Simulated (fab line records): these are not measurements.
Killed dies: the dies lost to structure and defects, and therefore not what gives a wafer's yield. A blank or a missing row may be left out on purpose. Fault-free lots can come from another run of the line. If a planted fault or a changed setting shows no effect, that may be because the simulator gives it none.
Chamber matching ; flow n5_finfet ; N5_BEOL_M3_ALD_98 on ald_sin-03 has 4 sister chambers
The step deposits SiO2, target thk 2.5 nm, pulse time 1 s, co reactant pulse time 1 s. 8 wafers are shown with their chamber, then 8 later ones without.

## WAFERS, EACH WITH ITS CHAMBER
wafer;chamber;heater_power_w (W);susceptor_temp_C (C)
L075.1;3;93;99.98
L079.1;0;76;99.64
L079.4;1;78;100.02
L079.6;0;74;99.85
L078.1;1;81;100.04
L078.4;3;92;99.85
L078.5;2;77;99.96
L081.1;2;78;100.13

## WAFERS WHOSE CHAMBER IS MISSING
wafer;heater_power_w (W);susceptor_temp_C (C)
L081.2;81;100.04
L081.5;91;99.87
L083.4;92;100.03
L083.5;92;100.07
L083.6;75;99.83
L086.1;93;99.94
L086.2;78;99.88
L086.3;75;99.81

## CHAMBER TAKEN BY EACH
wafer;from the rows above;in truth
L081.2;can't be placed: 1 or 2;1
L081.5;3;3
L083.4;3;3
L083.5;3;3
L083.6;can't be placed: 0 or 2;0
L086.1;3;3
L086.2;can't be placed: 2 or 1 or 0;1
L086.3;0;0
Correctly placed: 5 of 8. Cannot be placed on the basis of these rows: 3; the candidates contain the true chamber in 3. Number placed wrongly: 0.
How it was worked out, from the rows above alone: a wafer's distance from a chamber is the root of the sum, over the readings, of the square of ((its reading less the chamber's mean) divided by the reading's scatter). If the next closest chamber is less than 2 further off than the closest, the wafer can't be placed; otherwise it belongs to the closest. The mean given for a chamber averages the wafers shown for that chamber. How the scatter is found: for the shown wafers, subtract from each reading the mean of its chamber, square and add these, divide the total by (wafers less chambers), then take the root.
